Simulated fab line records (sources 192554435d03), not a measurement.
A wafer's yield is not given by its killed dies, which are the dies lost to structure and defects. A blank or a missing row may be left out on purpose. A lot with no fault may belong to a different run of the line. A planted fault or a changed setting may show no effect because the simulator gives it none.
fab line records    flow n5-finfet
record: lots: 6  wafers: 18  last-day: 18
route steps=1938 shown MOL_CONTACT_COAG@553 PASSIVATION@1936
lots untouched by any fault: they come from a run of this same line in which no faults occurred
start-h: the number of hours between the record's first day and the start of the first shown wafer of the lot    wait-h: how many hours have passed since the lot's step before this one    " as in the row above    L1.1+2: several wafers, shown together as one row    - no value present, or no start provided    * or withheld: withheld    < > ~ a bound
route shown NAME@n: a module of which the file shows steps, and the number in the route of the first    usual: mean/standard deviation taken from wafers without a fault    same: alike in all rows    chamber/n: place in a boat    sites: per-site readings    _std_site: how widely they spread, as a standard deviation    _edge_site: inner sites' mean taken away from outer sites' mean    radius-mm: for every site, how far away it sits from the centre of the wafer    mask NAME#n: copy n    behind: the last tool/chamber to shape the wafer    hold: why the lot was held/for how many hours/how that ended    device: names the non-switching transistor (n, p or np)    end of line: the same wafers' tests at the end of the route    a step given without rows: its recipe and nothing more    killed: at the first sort, the dies lost to defects and structure; wafer yield is something else    map: per-die view of a wafer (x killed, . not killed, _ where there is no die)
set.NAME: the setting that was run; set.NAME@STEP: the one run at that earlier step    model.NAME: the simulator's own value behind a step, which no gauge read
lots seen at some steps along the route; tables by step, rows by wafer
services: from which hour (start-h, from the record's first day; less than 0 if before it) a tool's chamber was out of use, for how many hours, and why
== steps ==
step: N5_MOL_CONTACT_COAG_SRD_126
recipe: dry-time-s: 32  dry: n2-spin  spin-rpm: 1500
step: N5_MOL_CONTACT_COAG_CMP_23
recipe: stop-on: SiO2  t-overpolish-s: 1.5  post-cmp-clean: cu-alkaline  down-force-psi: 2  platen-rpm: 50.289  pad-velocity-m-s: 1.0006  target-thk-nm: 0
usual: motor-current-A: 7.9/0.63  overpolish-run-s: 1.500/0.0085  platen-rpm: 50.29/0.035  time-to-endpoint-s: 8.1/2
lot.wafer  tool    chamber  start-h  wait-h  motor-current-A  overpolish-run-s  platen-rpm  time-to-endpoint-s
L211.1     cmp-04  2        106.71   0.0     8.1              1.507             50.27       10.0
L211.2     "       0        "        "       8.0              1.513             50.28       8.0
L211.3     "       1        "        "       8.4              1.520             50.24       5.6
L216.2     cmp-01  2        131.47   0.0     7.1              1.502             50.27       10.4
L216.1     "       3        "        "       7.9              1.500             50.23       9.3
L216.6     "       2        "        "       7.7              1.493             50.25       8.0
L219.3     cmp-02  2        146.52   0.1     6.7              1.502             50.30       9.1
L219.4     "       3        "        "       8.4              1.502             50.29       11.6
L219.1     "       0        "        "       7.4              1.484             50.22       8.9
L220.1     cmp-02  0        155.64   0.1     7.3              1.508             50.25       9.8
L220.4     "       2        "        "       6.3              1.501             50.31       7.0
L220.5     "       3        "        "       9.2              1.488             50.27       10.5
L231.1     cmp-02  2        218.98   0.1     6.5              1.488             50.32       10.0
L231.6     "       1        "        "       9.1              1.499             50.32       8.3
L231.5     "       2        "        "       6.7              1.507             50.31       6.8
L233.1     cmp-04  2        231.91   0.0     8.2              1.493             50.28       8.1
L233.4     "       0        "        "       7.4              1.508             50.26       10.5
L233.2     "       1        "        "       8.3              1.509             50.27       7.8
step: N5_MOL_CONTACT_COAG_WET_ETCH_26
recipe: target: Co  target-depth-nm: 13
step: N5_MOL_CONTACT_COAG_WET_ETCH_116
recipe: chemistry: SC1-inhibited  target-depth-nm: 4.6  dry: ipa-marangoni  rinse-time-s: 30  rinse-temp-c: 23
step: N5_MOL_CONTACT_COAG_ALD_27
recipe: material: SiOC  target-thk-a: 170  temp-c: 400  ald-precursor-family: carbosiloxane  ald-co-reactant: H2-plasma  pulse-time-s: 1.5  time-s: 2720  purge-time-s: 2  co-reactant-purge-time-s: 2  ald-cycles: 340  pressure-torr: 2
usual: chamber-pressure-Torr: 2.000/0.0051  heater-power-w: 849/80  precursor-pulse-height-rel: 0.996/0.021
lot.wafer  tool        chamber  start-h  wait-h  chamber-pressure-Torr  heater-power-w  precursor-pulse-height-rel
L211.1     ald-sin-01  1        107.53   0.0     2.002                  799             0.969
L211.2     "           0        "        "       1.994                  861             0.989
L211.3     "           2        "        "       2.005                  826             0.995
L216.1     ald-sin-01  3        132.36   0.1     2.005                  888             0.982
L216.2     "           1        "        "       1.992                  805             1.022
L216.6     "           0        "        "       2.005                  842             1.027
L219.1     ald-sin-04  3        147.31   0.0     2.006                  946             0.953
L219.3     "           2        "        "       2.005                  867             1.005
L219.4     "           0        "        "       1.998                  772             0.972
L220.1     ald-sin-04  0        156.42   0.0     2.000                  769             0.984
L220.4     "           2        "        "       1.991                  829             1.015
L220.5     "           2        "        "       1.997                  813             0.965
L231.1     ald-sin-01  2        219.77   0.0     1.995                  828             0.996
L231.5     "           2        "        "       2.001                  799             1.035
L231.6     "           0        "        "       1.993                  825             0.995
L233.1     ald-sin-03  3        232.73   0.0     2.002                  766             0.970
L233.2     "           1        "        "       1.998                  775             0.978
L233.4     "           0        "        "       1.997                  1004            0.972
step: N5_MOL_CONTACT_COAG_CMP_28
recipe: stop-on: SiNx  t-overpolish-s: 0.85  post-cmp-clean: alkaline-brush  down-force-psi: 4.15  platen-rpm: 51.8  pad-velocity-m-s: 1.0307  target-thk-nm: 14.522
step: N5_MOL_CONTACT_COAG_THK_MEAS_29
recipe: reads: SiNx_of_GATE_CUT_PECVD_57+SiNx_of_GATE_CUT_SAC_CAP_01
usual: MD_CAP_THK: 17.94/0.085
lot.wafer  tool           chamber  start-h  wait-h  MD_CAP_THK[nm]
L211.1     film-metro-02  -        109.39   -       18.07
L211.2     "              -        "        "       17.93
L211.3     "              -        "        "       18.10
L216.1     film-metro-02  -        134.23   -       17.90
L216.2     "              -        "        "       17.85
L216.6     "              -        "        "       17.88
L219.1     film-metro-01  -        149.17   -       18.06
L219.3     "              -        "        "       17.84
L219.4     "              -        "        "       17.92
L220.1     film-metro-02  -        158.29   -       17.78
L220.4     "              -        "        "       17.85
L220.5     "              -        "        "       17.91
L231.1     film-metro-02  -        221.63   -       17.93
L231.5     "              -        "        "       17.79
L231.6     "              -        "        "       17.94
L233.1     film-metro-02  -        234.59   -       17.87
L233.2     "              -        "        "       18.00
L233.4     "              -        "        "       18.02
step: N5_MOL_CONTACT_COAG_ALD_123
recipe: material: SiNx  target-thk-a: 50  temp-c: 400  ald-precursor-family: SiH2I2  ald-co-reactant: N2/H2-plasma  pulse-time-s: 1  purge-time-s: 2  co-reactant-purge-time-s: 2  ald-cycles: 100  pressure-torr: 2
usual: chamber-pressure-Torr: 2.000/0.0046  heater-power-w: 850/78  precursor-pulse-height-rel: 0.999/0.019
lot.wafer  tool        chamber  start-h  wait-h  chamber-pressure-Torr  heater-power-w  precursor-pulse-height-rel
L211.1     ald-sin-03  3        109.43   0.0     2.004                  760             0.972
L211.2     "           0        "        "       1.996                  1047            0.955
L211.3     "           2        "        "       2.004                  845             0.985
L216.1     ald-sin-04  2        134.26   0.0     2.004                  841             0.986
L216.2     "           1        "        "       1.992                  845             1.001
L216.6     "           0        "        "       2.001                  751             1.000
L219.1     ald-sin-03  3        149.21   0.0     2.006                  768             0.989
L219.3     "           2        "        "       2.004                  848             1.009
L219.4     "           1        "        "       1.998                  784             1.013
L220.1     ald-sin-01  2        158.33   0.0     1.999                  822             1.013
L220.4     "           3        "        "       1.998                  859             0.984
L220.5     "           0        "        "       1.988                  862             0.995
L231.1     ald-sin-04  3        221.67   0.0     2.000                  949             0.966
L231.5     "           0        "        "       2.006                  760             0.986
L231.6     "           3        "        "       2.005                  948             1.031
L233.1     ald-sin-04  0        234.63   0.0     1.998                  740             1.008
L233.2     "           2        "        "       1.998                  860             1.010
L233.4     "           3        "        "       2.005                  939             0.993
step: N5_MOL_CONTACT_COAG_PECVD_31
recipe: material: SiO2  target-thk-a: 460  temp-c: 400  precursor: TEOS/O2  pressure-torr: 6.5  rf-w: withheld  teos-flow-sccm: withheld  gas: O2  flow-sccm: 2650  time-s: 8.9
step: N5_MOL_CONTACT_COAG_COAT_75
recipe: resist: SOC  temp-c: 250  time-s: 60  spin-rpm: 1500  resist-thk-nm: 60
step: N5_MOL_CONTACT_COAG_COAT_76
recipe: resist: SiARC  temp-c: 220  time-s: 60  spin-rpm: 1500  resist-thk-nm: 10
usual: chill-plate-temp-C: 23.00/0.099  heater-power-total-W: 427.5/2.3  spin-speed-rpm: 1500.2/0.88
lot.wafer  tool            chamber  start-h  wait-h  chill-plate-temp-C  heater-power-total-W  spin-speed-rpm
L211.1     litho-track-05  0        109.99   -       22.97               429.5                 1500.1
L211.2     "               0        "        "       23.04               429.9                 1499.7
L211.3     "               0        "        "       23.02               428.3                 1500.5
L216.1     litho-track-01  0        134.83   -       23.00               429.4                 1501.8
L216.2     "               0        "        "       23.01               424.7                 1499.3
L216.6     "               0        "        "       23.12               427.1                 1500.4
L219.1     litho-track-01  0        149.77   -       23.20               429.2                 1580.8
L219.3     "               0        "        "       22.95               430.3                 1578.6
L219.4     "               0        "        "       23.11               425.0                 1579.4
L220.1     litho-track-01  0        158.89   -       22.88               424.0                 1578.5
L220.4     "               0        "        "       22.99               424.8                 1580.1
L220.5     "               0        "        "       23.06               429.9                 1577.8
L231.1     litho-track-05  0        222.23   -       23.06               426.5                 1500.4
L231.5     "               0        "        "       23.00               424.4                 1501.8
L231.6     "               0        "        "       23.21               428.6                 1500.2
L233.1     litho-track-02  0        235.21   -       22.90               424.5                 1500.7
L233.2     "               0        "        "       23.03               429.4                 1501.2
L233.4     "               0        "        "       23.09               426.5                 1500.2
step: N5_MOL_CONTACT_COAG_COAT_77
recipe: resist: underlayer  temp-c: 205  time-s: 60  spin-rpm: 1500  resist-thk-nm: 10
step: N5_MOL_CONTACT_COAG_COAT_78
recipe: resist: CAR-EUV  spin-rpm: 1500  resist-thk-nm: 40
step: N5_MOL_CONTACT_COAG_EBR_80
recipe: solvent: PGMEA  ebr-width-mm: 1.5
step: N5_MOL_CONTACT_COAG_SOFTBAKE_79
recipe: temp-c: 110  time-s: 60  resist: CAR-EUV
step: N5_MOL_CONTACT_COAG_EXPOSE_81
recipe: mask-id: VG  na: 0.33  source-shape: annular  sigma-inner: 0.3  sigma-outer: 0.7  polarization: unpolarized  defocus-nm: 0  dose-mj: 59.5
step: N5_MOL_CONTACT_COAG_PEB_82
recipe: peb-temp-c: 100  peb-time-s: 60  resist: CAR-EUV
step: N5_MOL_CONTACT_COAG_DEVELOP_83
recipe: develop-time-s: 30  developer: TMAH  resist: CAR-EUV  rinse-liquid: surfactant-rinse  dry: air-spin  dev-temp-c: 23
step: N5_MOL_CONTACT_COAG_CD_MEAS_84
recipe: target-cd-nm: 25.1  landing-energy-ev: 500  detector: se-inlens  polarity: opening
usual: cd-nm: 25.16/0.25
same: landing-energy-ev: 500
lot.wafer  tool       chamber  start-h  wait-h  cd-nm
L211.1     cd-sem-02  0        110.39   -       24.80
L211.2     "          0        "        "       24.86
L211.3     "          0        "        "       24.90
L216.1     cd-sem-01  0        135.10   -       25.26
L216.2     "          0        "        "       25.40
L216.6     "          0        "        "       25.26
L219.1     cd-sem-01  0        154.66   -       24.56
L219.3     "          0        "        "       25.51
L219.4     "          0        "        "       25.44
L220.1     cd-sem-03  0        159.29   -       24.96
L220.4     "          0        "        "       25.09
L220.5     "          0        "        "       25.45
L231.1     cd-sem-01  0        222.64   -       25.35
L231.5     "          0        "        "       25.08
L231.6     "          0        "        "       25.56
L233.1     cd-sem-03  0        235.49   -       24.88
L233.2     "          0        "        "       25.32
L233.4     "          0        "        "       24.65
step: N5_MOL_CONTACT_COAG_OVL_MEAS_85
recipe: points-per-wafer: 522
usual: VG_OVL: -0.4/0.71
lot.wafer  tool        chamber  start-h  wait-h  VG_OVL[nm]
L211.1     overlay-02  0        110.42   0.0     -0.2
L211.2     "           0        "        "       0.1
L211.3     "           0        "        "       -0.5
L216.1     overlay-02  0        135.13   0.0     -0.4
L216.2     "           0        "        "       -0.1
L216.6     "           0        "        "       -0.1
L219.1     overlay-01  0        154.69   0.0     -1.2
L219.3     "           0        "        "       -0.1
L219.4     "           0        "        "       -0.5
L220.1     overlay-02  0        159.32   0.0     0.9
L220.4     "           0        "        "       -0.7
L220.5     "           0        "        "       0.9
L231.1     overlay-01  0        222.67   0.0     0.6
L231.5     "           0        "        "       -0.7
L231.6     "           0        "        "       0.1
L233.1     overlay-02  0        235.52   0.0     -0.3
L233.2     "           0        "        "       0.0
L233.4     "           0        "        "       0.1
step: N5_MOL_CONTACT_COAG_INSPECT_57
recipe: mode: adi  inspect-instrument: brightfield
usual: raw-defect-count: 175/43
lot.wafer  tool               chamber  start-h  wait-h  raw-defect-count
L211.1     defect-inspect-01  -        110.48   0.1     172
L211.2     "                  -        "        "       225
L211.3     "                  -        "        "       172
L216.1     defect-inspect-01  -        135.19   0.1     157
L216.2     "                  -        "        "       228
L216.6     "                  -        "        "       190
L219.1     defect-inspect-02  -        154.75   0.1     123
L219.3     "                  -        "        "       150
L219.4     "                  -        "        "       155
L220.1     defect-inspect-02  -        159.38   0.1     165
L220.4     "                  -        "        "       123
L220.5     "                  -        "        "       151
L231.1     defect-inspect-01  -        222.72   0.1     160
L231.5     "                  -        "        "       188
L231.6     "                  -        "        "       171
L233.1     defect-inspect-01  -        235.58   0.1     188
L233.2     "                  -        "        "       179
L233.4     "                  -        "        "       168
step: N5_MOL_CONTACT_COAG_DESCUM_88
recipe: chemistry: O2  time-s: 7  source-power-w: 50  bias-power-w: 20  pressure-mtorr: 20  rf-frequency-hz: 2.712e+07  temp-c: 40  resist: CAR-EUV  o2-flow-sccm: 225
usual: drypump-motor-current-A: 5.8/0.62  oes-product-au: 0.80/0.088  rf-vpp-V: 242.6/1.1  showerhead-plenum-p-Torr: 2.06/0.054  temp-c: 40.00/0.11  throttle-valve-pct: 20.36/0.27
lot.wafer  tool         chamber  start-h  wait-h  drypump-motor-current-A  oes-product-au  rf-hours-counter-h  rf-vpp-V  showerhead-plenum-p-Torr  temp-c  throttle-valve-pct
L211.1     rie-diel-05  0        110.55   0.1     6.0                      0.80            107                 242.3     2.01                      40.00   20.17
L211.2     "            2        "        "       6.6                      0.73            178                 243.0     2.10                      40.05   20.61
L211.3     "            1        "        "       6.4                      0.93            27                  242.0     2.05                      39.93   20.26
L216.1     rie-diel-06  2        135.23   0.0     6.2                      0.97            9                   243.0     2.06                      40.00   20.39
L216.2     "            0        "        "       4.9                      0.71            195                 241.4     1.99                      40.05   20.85
L216.6     "            0        "        "       4.9                      0.72            -                   241.2     1.99                      39.97   20.86
L219.1     rie-diel-02  1        154.78   0.0     5.5                      0.88            28                  243.3     2.05                      39.94   19.88
L219.3     "            0        "        "       5.0                      0.90            39                  241.8     2.06                      39.89   20.39
L219.4     "            2        "        "       6.2                      0.79            83                  241.4     2.04                      40.11   20.44
L220.1     rie-diel-05  2        159.41   0.0     6.6                      0.71            195                 242.8     2.10                      39.87   20.63
L220.4     "            1        "        "       6.4                      0.90            43                  241.6     2.05                      39.98   20.28
L220.5     "            3        "        "       4.8                      0.85            -                   242.9     2.05                      39.73   19.96
L231.1     rie-diel-06  3        223.15   0.4     6.4                      0.70            197                 244.6     2.17                      40.02   20.67
L231.5     "            1        "        "       5.9                      0.95            -                   246.1     2.24                      40.07   20.12
L231.6     "            3        "        "       6.4                      0.70            -                   243.6     2.17                      40.03   20.65
L233.1     rie-diel-06  1        235.63   0.0     5.9                      0.93            22                  245.5     2.23                      39.81   20.14
L233.2     "            3        "        "       6.5                      0.71            202                 244.2     2.16                      40.07   20.66
L233.4     "            2        "        "       6.2                      0.89            47                  242.2     2.05                      40.11   20.46
step: N5_MOL_CONTACT_COAG_ETCH_89
recipe: chemistry: N2/H2  target: underlayer  target-depth-a: 130  mask-material: CAR-EUV  time-s: 10.4  ion-energy-ev: 200  pressure-mtorr: 30  source-w: 840  bias-w: 150  n2-flow-sccm: 200  h2-flow-sccm: 200  ends: cleared
step: N5_MOL_CONTACT_COAG_ETCH_90
recipe: chemistry: CF4  target: SiARC  target-depth-a: 130  mask-material: CAR-EUV  time-s: 21.7  ion-energy-ev: 80  pressure-mtorr: 40  source-w: 545  bias-w: 36  Ar_flow_sccm: 100  cf4-flow-sccm: 100  ends: cleared
usual: drypump-motor-current-A: 5.8/0.62  etch-rf-on-time-s: 21.7/0.66  oes-product-au: 0.68/0.073  rf-vpp-V: 183.5/1.1  showerhead-plenum-p-Torr: 2.10/0.051  throttle-valve-pct: 15.52/0.28
lot.wafer  tool         chamber  start-h  wait-h  drypump-motor-current-A  etch-rf-on-time-s  oes-product-au  rf-hours-counter-h  rf-vpp-V  showerhead-plenum-p-Torr  throttle-valve-pct  model.etch.depth-nm
L211.1     rie-diel-05  0        110.61   0.0     6.0                      21.8               0.67            107                 182.9     2.06                      15.41               9.973
L211.2     "            2        "        "       6.6                      21.7               0.62            178                 183.5     2.13                      15.67               10.02
L211.3     "            1        "        "       6.3                      21.1               0.80            27                  183.1     2.11                      15.45               9.988
L216.1     rie-diel-06  2        135.28   0.0     6.2                      21.1               0.82            9                   181.2     2.12                      15.49               10.01
L216.2     "            0        "        "       4.9                      21.1               0.62            195                 183.8     2.04                      15.99               10.01
L216.6     "            0        "        "       4.9                      21.1               0.62            -                   182.2     2.04                      16.00               10.03
L219.1     rie-diel-02  1        154.83   0.0     5.5                      20.8               0.77            28                  184.2     2.10                      15.11               9.761
L219.3     "            0        "        "       5.1                      20.5               0.77            39                  184.5     2.09                      15.36               9.769
L219.4     "            2        "        "       6.2                      20.7               0.69            83                  182.8     2.09                      15.62               9.743
L220.1     rie-diel-05  2        159.47   0.0     6.6                      20.9               0.62            195                 183.5     2.13                      15.72               9.745
L220.4     "            1        "        "       6.4                      20.5               0.78            43                  184.7     2.10                      15.47               9.797
L220.5     "            3        "        "       4.9                      22.5               0.71            -                   183.0     2.10                      15.06               9.77
L231.1     rie-diel-06  3        223.20   0.0     6.4                      22.2               0.61            197                 184.2     2.21                      15.78               9.975
L231.5     "            1        "        "       5.9                      21.2               0.80            -                   186.5     2.28                      15.24               9.992
L231.6     "            3        "        "       6.5                      22.5               0.61            -                   185.0     2.21                      15.79               9.994
L233.1     rie-diel-06  1        235.68   0.0     5.9                      21.4               0.79            22                  185.3     2.27                      15.25               9.971
L233.2     "            3        "        "       6.4                      22.2               0.60            202                 184.6     2.20                      15.79               9.971
L233.4     "            2        "        "       6.2                      21.0               0.77            47                  184.7     2.10                      15.56               9.991
step: N5_MOL_CONTACT_COAG_ALD_131
recipe: material: SiO2  target-thk-a: 50  temp-c: 100  ald-precursor-family: BDEAS  ald-co-reactant: O2-plasma  pulse-time-s: 1  co-reactant-pulse-time-s: 1  purge-time-s: 2  co-reactant-purge-time-s: 2  ald-cycles: 35  pressure-torr: 2
usual: chamber-pressure-Torr: 2.001/0.0041  heater-power-w: 78/7.4  precursor-pulse-height-rel: 1.002/0.023
lot.wafer  tool        chamber  start-h  wait-h  chamber-pressure-Torr  heater-power-w  precursor-pulse-height-rel
L211.1     ald-sin-01  1        110.69   0.1     2.006                  75              1.023
L211.2     "           3        "        "       2.005                  80              1.016
L211.3     "           0        "        "       2.000                  78              1.011
L216.1     ald-sin-01  2        135.36   0.1     1.994                  74              1.011
L216.2     "           3        "        "       2.002                  81              1.012
L216.6     "           3        "        "       2.003                  80              0.981
L219.1     ald-sin-04  0        154.92   0.1     2.004                  70              0.971
L219.3     "           3        "        "       1.999                  86              0.994
L219.4     "           1        "        "       1.999                  79              1.029
L220.1     ald-sin-01  2        159.55   0.1     1.995                  78              1.021
L220.4     "           0        "        "       2.004                  77              0.993
L220.5     "           3        "        "       2.001                  80              1.029
L231.1     ald-sin-04  3        223.28   0.1     2.007                  84              1.027
L231.5     "           2        "        "       2.000                  79              1.005
L231.6     "           3        "        "       2.011                  84              1.008
L233.1     ald-sin-04  2        235.77   0.1     2.002                  77              0.997
L233.2     "           0        "        "       2.005                  69              1.010
L233.4     "           1        "        "       1.994                  80              1.021
step: N5_PASSIVATION_PROBE_49
usual: killed_at_M0_to_M3: 36/10  killed_at_M4_up: 13/5.5  killed-at-contacts: 12/5.6  killed-at-front-end: 42/12  killed-at-other: 4/3.2  killed-dies: 108/18  killed-open: 71/13  killed-short: 34/7.8
same: gross-dies: 1180  killed-at-back-side: 0
lot.wafer  tool       chamber  start-h  wait-h  killed_at_M0_to_M3  killed_at_M4_up  killed-at-contacts  killed-at-front-end  killed-at-other  killed-dies  killed-open  killed-short
L211.1     prober-02  -        275.93   0.0     38                  11               5                   48                   8                110          76           32
L211.2     prober-02  -        275.98   0.1     36                  17               4                   45                   3                105          73           30
L211.3     prober-02  -        276.03   0.1     36                  13               10                  64                   4                127          85           35
L220.1     prober-02  -        340.49   0.0     47                  13               13                  36                   4                113          85           26
L220.4     prober-02  -        340.64   0.2     49                  8                12                  26                   9                104          80           23
L220.5     prober-02  -        340.69   0.2     45                  4                10                  49                   1                109          82           27
killed by level:class
L211.1 STI_FIN_REVEAL:geometric-particle:open=23 BEOL_M3:geometric-particle:open=15 BEOL_M1:geometric-particle:open=6 FIN_SAQP:geometric-particle:open=5 FIN_SAQP:geometric-particle:short=5 STI_FIN_REVEAL:geometric-particle:short=5 BEOL_M2:geometric-particle:open=5 MOL_CONTACT_COAG:geometric-particle:open=4
L211.2 STI_FIN_REVEAL:geometric-particle:open=16 BEOL_M3:geometric-particle:open=12 BEOL_M2:geometric-particle:open=7 BEOL_M0_SAQP:geometric-particle:short=6 FIN_SAQP:geometric-particle:open=5 FIN_SAQP:geometric-particle:short=5 STI_FIN_REVEAL:geometric-particle:short=5 BEOL_M4:geometric-particle:open=5
L211.3 STI_FIN_REVEAL:geometric-particle:open=16 FIN_SAQP:geometric-particle:open=10 BEOL_M3:geometric-particle:open=9 GATE_CUT:geometric-particle:short=9 BEOL_M4:geometric-particle:open=8 BEOL_M0_SAQP:geometric-particle:short=7 BEOL_M2:geometric-particle:open=7 MOL_CONTACT_COAG:geometric-particle:open=6
L220.1 MOL_CONTACT_COAG:geometric-particle:open=12 BEOL_M2:geometric-particle:open=12 BEOL_M3:geometric-particle:open=12 BEOL_M1:geometric-particle:open=10 STI_FIN_REVEAL:geometric-particle:open=9 FIN_SAQP:geometric-particle:open=8 STI_FIN_REVEAL:geometric-particle:short=5 GATE_CUT:geometric-particle:short=4
L220.4 BEOL_M3:geometric-particle:open=14 BEOL_M1:geometric-particle:open=13 BEOL_M2:geometric-particle:open=13 MOL_CONTACT_COAG:geometric-particle:open=12 STI_FIN_REVEAL:geometric-particle:open=6 BEOL_M5:geometric-particle:open=5 FIN_SAQP:geometric-particle:open=4 STI_FIN_REVEAL:geometric-particle:short=3
L220.5 BEOL_M3:geometric-particle:open=15 STI_FIN_REVEAL:geometric-particle:open=14 BEOL_M2:geometric-particle:open=14 DUMMY_GATE:geometric-particle:open=9 MOL_CONTACT_COAG:geometric-particle:open=8 BEOL_M1:geometric-particle:open=8 STARTING-WAFER:geometric-particle:short=7 FIN_SAQP:geometric-particle:open=5
== services ==
tool            chamber  start-h  hours  kind
rie-diel-06     2        89.66    4.8    repair
litho-track-01  -        93.88    -      consumable-replace:filter
cmp-04          -        100.00   1.4    repair
ald-sin-04      0        101.13   1.9    repair
rie-diel-02     0        126.72   16.1   repair
cmp-04          -        145.63   1.0    repair
rie-diel-06     1        151.02   -      clean
rie-diel-06     1        151.02   -      consumable-replace:focus-ring
rie-diel-06     1        151.02   -      consumable-replace:showerhead
rie-diel-06     1        151.02   25.5   scheduled-down
rie-diel-06     1        151.02   25.5   vent-cycle
cmp-04          -        154.06   1.0    repair
rie-diel-05     1        162.15   36.3   repair
ald-sin-03      -        178.35   14.0   pm
cmp-04          -        191.97   1.2    repair
rie-diel-06     2        197.89   1.5    repair
rie-diel-02     1        198.27   1.6    repair
cmp-01          -        204.30   4.0    pm
ald-sin-01      3        214.81   5.2    repair
rie-diel-06     0        220.63   6.6    repair
cmp-04          -        222.71   5.0    pm
cmp-01          -        223.18   1.3    repair
rie-diel-02     -        229.71   0.5    repair
cmp-02          -        235.02   4.0    pm
== key ==
first-sign: step: N5_MOL_CONTACT_COAG_COAT_76  reading: spin-speed-rpm  direction: up  sigmas: 90  usual: *  struck: *
effect none on later readings
model-effect: step: N5_MOL_CONTACT_COAG_ETCH_90  value: etch.depth-nm  without: 10.02  struck: 9.764
met-at N5_MOL_CONTACT_COAG_COAT_76
struck-wafers L219.1,L219.3,L219.4,L220.1,L220.4,L220.5
tester-left-out L219,L220
onset-between 134.83 149.77
fault: kind: process-parameter-drift  tool: litho-track-01  chamber: -  onset-h: 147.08  steps: N5_MOL_CONTACT_COAG_COAT_76  channel: spin-rpm  offset: *  shape: step  end-h: 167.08  acts-in: *  stated: *
tester-left-out: of these lots the tester's yield and bins aren't shown, on N5 and GAA mostly nor the transistor test; their killed dies are dies lost to structure and defects alone, not to doping, threshold or leakage, so they don't give the yield
